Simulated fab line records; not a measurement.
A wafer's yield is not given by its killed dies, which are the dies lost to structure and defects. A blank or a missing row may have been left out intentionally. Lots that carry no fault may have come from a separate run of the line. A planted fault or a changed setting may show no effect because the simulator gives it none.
2 desks looking at one fault | flow n5_finfet | each desk has only its own numbers; what lay behind them comes last

== AT THE METROLOGY DESK ==
What the gauges read for every lot (on any tool): the sampled wafers with a number, averaged. The brackets show how far a lot's mean lies from the usual mean; more than 4 standard deviations puts the lot out of limits, marked OUT.
Columns: A = trench_depth_nm at N5_BEOL_M13_OCD_MEAS_35, usual 414 nm
lot  | first seen here | A
L755 | day 11 15:09    | 417
L757 | day 12 23:25    | 411
L762 | day 14 00:29    | 416
L767 | day 15 05:07    | 416
L769 | day 15 13:13    | 414
L770 | day 16 09:17    | 417
This desk found nothing out of limits on any of the 6 lots.

== THE TOOL OWNER'S DESK: pvd_sputter-01 ==
The tool's own readings at N5_BEOL_M13_SPUTTER_44 (material Ta, target thk 10 nm, time 16.13 s): means of the sampled wafers that have a number, for each lot that ran on this tool. The brackets show how far a lot's mean lies from the usual mean; more than 4 standard deviations puts the lot out of limits, marked OUT.
Columns: A = bias_v at N5_BEOL_M13_SPUTTER_44, usual 80.0 V; B = cathode_dc_power_W at N5_BEOL_M13_SPUTTER_44, usual 15000 W; C = throttle_valve_pct at N5_BEOL_M13_SPUTTER_44, usual 30.2 %
lot  | first seen here | A    | B                       | C
L757 | day 13 00:47    | 80.1 | 15001                   | 30.3
L762 | day 14 01:12    | 80.7 | 14761 (-99 or more) OUT | 30.1
L767 | day 15 07:46    | 80.1 | 14517 (-99 or more) OUT | 29.7
This desk's finding: out of limits on L762, L767; first on L762, day 14 01:12 (cathode_dc_power_W at N5_BEOL_M13_SPUTTER_44). Within limits: L757.

== BROUGHT TOGETHER ==
The tool owner's desk had the chance to raise an alarm at day 14 01:12 on L762, L767.
At the metrology desk, nothing out of limits was observed.
The metrology desk has L762, L767 on record, within its limits.
All the named lots went through N5_BEOL_M13_SPUTTER_44 on pvd_sputter-01.

== WHAT WAS PUT IN BY THE SIMULATOR ==
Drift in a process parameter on pvd_sputter-01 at N5_BEOL_M13_SPUTTER_44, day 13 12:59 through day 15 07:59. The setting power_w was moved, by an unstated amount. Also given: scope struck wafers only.
Lots struck among those shown: L762, L767.
Hours from the fault's start to each desk's first reading out of limits: the tool owner's desk, 12.
